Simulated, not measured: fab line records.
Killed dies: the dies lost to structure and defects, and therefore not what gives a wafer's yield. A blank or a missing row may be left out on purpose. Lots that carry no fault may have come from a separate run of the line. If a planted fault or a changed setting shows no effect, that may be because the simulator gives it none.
Matching of chambers + flow n5 finfet + rie diel-06 running N5_HKMG_FIN_DESCUM_53: 4 sister chambers
The step chemistry O2, time 7.9 s. 14 wafers are shown with their chamber, then 7 later ones without.

== WAFERS PAIRED WITH THEIR CHAMBERS ==
| wafer  | chamber | drypump motor current A (A) | showerhead plenum p Torr (Torr) | throttle valve pct (%) |
|--------|---------|-----------------------------|---------------------------------|------------------------|
| L074.1 | 2       | 5.8                         | 2.09                            | 20.60                  |
| L074.4 | 1       | 6.2                         | 2.24                            | 20.47                  |
| L074.5 | 3       | 5.7                         | 2.17                            | 20.85                  |
| L075.2 | 3       | 5.7                         | 2.17                            | 20.86                  |
| L075.4 | 2       | 5.8                         | 2.09                            | 20.60                  |
| L075.6 | 2       | 5.8                         | 2.08                            | 20.59                  |
| L080.3 | 1       | 6.3                         | 2.24                            | 20.50                  |
| L080.5 | 1       | 6.2                         | 2.24                            | 20.48                  |
| L080.6 | 0       | 4.8                         | 2.22                            | 20.55                  |
| L085.1 | 1       | 6.2                         | 2.23                            | 20.53                  |
| L085.3 | 0       | 4.8                         | 2.22                            | 20.56                  |
| L085.5 | 2       | 5.8                         | 2.08                            | 20.62                  |
| L087.1 | 2       | 5.8                         | 2.08                            | 20.63                  |
| L087.3 | 1       | 6.2                         | 2.23                            | 20.52                  |

SIGNATURES (means of the wafers above)
| reading                  | chamber 0 | chamber 1 | chamber 2 | chamber 3 | scatter within a chamber |
|--------------------------|-----------|-----------|-----------|-----------|--------------------------|
| drypump motor current A  | 4.800     | 6.220     | 5.800     | 5.700     | 0.0283                   |
| showerhead plenum p Torr | 2.2200    | 2.2360    | 2.0840    | 2.1700    | 0.0049                   |
| throttle valve pct       | 20.5550   | 20.5000   | 20.6080   | 20.8550   | 0.0194                   |
Rule: for each reading, subtract the chamber's mean from the wafer's reading, divide by that reading's scatter and square the result; add these up over the readings and take the root, which gives the wafer's distance from the chamber. If the next closest chamber is less than 2 further off than the closest, the wafer can't be placed; otherwise it belongs to the closest. The scatter: the root of (the sum of the squares of (reading less its chamber's mean) over the shown wafers, divided by (wafers less chambers)).

== WAFERS WITHOUT THEIR CHAMBER ==
| wafer  | drypump motor current A (A) | showerhead plenum p Torr (Torr) | throttle valve pct (%) |
|--------|-----------------------------|---------------------------------|------------------------|
| L087.6 | 6.2                         | 2.23                            | 20.51                  |
| L089.1 | 5.7                         | 2.16                            | 20.89                  |
| L089.5 | 4.8                         | 2.22                            | 20.58                  |
| L089.6 | 5.7                         | 2.16                            | 20.88                  |
| L096.1 | 4.8                         | 2.21                            | 20.60                  |
| L096.4 | 5.8                         | 2.07                            | 20.67                  |
| L096.5 | 5.7                         | 2.15                            | 20.94                  |

== WHICH CHAMBER EACH ONE RAN IN ==
| wafer  | from the rows above | in truth |
|--------|---------------------|----------|
| L087.6 | 1                   | 1        |
| L089.1 | 3                   | 3        |
| L089.5 | 0                   | 0        |
| L089.6 | 3                   | 3        |
| L096.1 | 0                   | 0        |
| L096.4 | 2                   | 2        |
| L096.5 | 3                   | 3        |
Correct placement for 7 of the 7. From these rows, 0 cannot be placed. Placed wrongly: 0.
